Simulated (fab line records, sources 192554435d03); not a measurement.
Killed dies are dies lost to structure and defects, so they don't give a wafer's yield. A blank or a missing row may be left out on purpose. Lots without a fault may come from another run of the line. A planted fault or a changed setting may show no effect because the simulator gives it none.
Which tool did it? | flow n5_finfet | 23 lots, 69 wafers sampled, at 2 steps of a route of 1938

WHAT THE GAUGES READ, wafer by wafer
N5_GATE_CUT_INSPECT_26: inspects for defects (darkfield).
lot  | measured     | on                | raw_defect_count
L074 | day 4 15:30  | defect_inspect-01 | 43 42 47
L075 | day 4 21:22  | defect_inspect-01 | 53 27 50
L077 | day 5 08:20  | defect_inspect-01 | 27 23 21
L078 | day 5 13:45  | defect_inspect-02 | 60 89 49
L079 | day 5 20:54  | defect_inspect-01 | 34 19 26
L080 | day 6 07:58  | defect_inspect-01 | 29 32 38
L081 | day 6 08:36  | defect_inspect-01 | 65 49 60
L082 | day 6 19:07  | defect_inspect-02 | 46 48 35
L083 | day 6 22:53  | defect_inspect-01 | 43 35 25
L084 | day 7 08:11  | defect_inspect-02 | 45 29 64
L085 | day 7 11:04  | defect_inspect-02 | 31 26 44
L086 | day 7 20:10  | defect_inspect-02 | 17 30 12
L087 | day 7 21:50  | defect_inspect-02 | 24 24 24
L088 | day 8 02:04  | defect_inspect-01 | 29 43 26
L089 | day 8 12:26  | defect_inspect-02 | 36 35 21
L090 | day 8 19:52  | defect_inspect-02 | 42 36 45
L091 | day 8 21:04  | defect_inspect-02 | 44 41 42
L092 | day 9 02:29  | defect_inspect-02 | 22 23 19
L093 | day 9 11:19  | defect_inspect-01 | 50 26 45
L094 | day 9 16:30  | defect_inspect-01 | 18 44 51
L095 | day 9 22:44  | defect_inspect-01 | 18 29 23
L096 | day 10 03:32 | defect_inspect-01 | 27 39 19
L097 | day 10 11:41 | defect_inspect-02 | 13 29 42

WHICH TOOL RAN EACH LOT (tool, then ch and the chambers of the sampled wafers, then the start)
lot  | N5_GATE_CUT_VAPOR_ETCH_51
L074 | rie_metal-02 ch 0,1, day 4 12:46
L075 | rie_metal-02 ch 0,1, day 4 18:38
L077 | rie_metal-01 ch 0,1, day 5 05:36
L078 | rie_metal-02 ch 0,1, day 5 11:01
L079 | rie_metal-01 ch 0,1, day 5 18:05
L080 | rie_metal-02 ch 0,1, day 6 05:15
L081 | rie_metal-03 ch 0,1, day 6 05:47
L082 | rie_metal-03 ch 0,1, day 6 16:22
L083 | rie_metal-03 ch 0,1, day 6 20:09
L084 | rie_metal-01 ch 0,1, day 7 05:22
L085 | rie_metal-03 ch 0, day 7 08:19
L086 | rie_metal-01 ch 0,1, day 7 16:14
L087 | rie_metal-01 ch 0,1, day 7 19:05
L088 | rie_metal-03 ch 0, day 7 23:18
L089 | rie_metal-02 ch 0,1, day 8 08:50
L090 | rie_metal-03 ch 0,1, day 8 15:55
L091 | rie_metal-03 ch 0, day 8 18:19
L092 | rie_metal-01 ch 0,1, day 8 23:46
L093 | rie_metal-02 ch 1, day 9 08:34
L094 | rie_metal-03 ch 0,1, day 9 13:46
L095 | rie_metal-01 ch 0,1, day 9 19:39
L096 | rie_metal-03 ch 0,1, day 10 00:40
L097 | rie_metal-03 ch 0,1, day 10 08:58
- N5_GATE_CUT_VAPOR_ETCH_51: etches HfO2 in BCl3/Cl2.

WHAT THE TOOLS THEMSELVES READ (means of the sampled wafers that have a number; where no wafer has one, the mark that the record gives instead)
N5_GATE_CUT_VAPOR_ETCH_51.
lot  | tool         | drypump_motor_current_A (A) | he_backside_leak_sccm (sccm) | oes_product_au (a.u.)
L074 | rie_metal-02 | 5.5                         | 3.36                         | 0.79
L075 | rie_metal-02 | 5.4                         | 3.56                         | 0.78
L077 | rie_metal-01 | 5.3                         | 3.31                         | 0.83
L078 | rie_metal-02 | 5.4                         | 3.30                         | 0.77
L079 | rie_metal-01 | 5.2                         | 3.37                         | 0.87
L080 | rie_metal-02 | 5.4                         | 3.50                         | 0.77
L081 | rie_metal-03 | 5.7                         | 3.30                         | 0.68
L082 | rie_metal-03 | 5.7                         | 3.36                         | 0.68
L083 | rie_metal-03 | 5.9                         | 3.47                         | 0.64
L084 | rie_metal-01 | 5.2                         | 3.14                         | 0.81
L085 | rie_metal-03 | 5.4                         | 3.35                         | 0.72
L086 | rie_metal-01 | 5.3                         | 3.85                         | 0.81
L087 | rie_metal-01 | 5.3                         | 3.20                         | 0.80
L088 | rie_metal-03 | 5.4                         | 3.47                         | 0.71
L089 | rie_metal-02 | 5.7                         | 3.33                         | 0.68
L090 | rie_metal-03 | 5.9                         | 3.27                         | 0.89
L091 | rie_metal-03 | 5.4                         | 3.47                         | 0.70
L092 | rie_metal-01 | 5.2                         | 3.47                         | 0.85
L093 | rie_metal-02 | 5.1                         | 3.17                         | 0.82
L094 | rie_metal-03 | 5.7                         | 3.41                         | 0.78
L095 | rie_metal-01 | 5.3                         | 3.54                         | 0.82
L096 | rie_metal-03 | 5.9                         | 3.25                         | 0.85
L097 | rie_metal-03 | 5.9                         | 3.30                         | 0.85

THE ANSWER, worked out from the rows above alone
Rule: what is usual is taken from the lots themselves. Put in order of their means at a reading, lots are off if they are a third of the lots or fewer, leave a main group of 4 or more, and stand apart from it by a gap of 3 or more times the standard deviation of the main group's means; of several such gaps the widest counts. A main group whose means are all the same, to the digits that the tables above print for the reading, isn't used. A lot without any number at a reading at which 4 lots or more have one is off too. The other lots that the step has rows for count as sound. The gauges are gone through in route order, then the tools' own readings, and for those a lot's mean is taken as printed above. The first step at which some lot is off is used, and at that step the reading that is off furthest; a lot without a number counts as furthest.
No lot is off at any reading shown: from this, nothing can be told.

WHAT THE SIMULATOR HAD PUT IN
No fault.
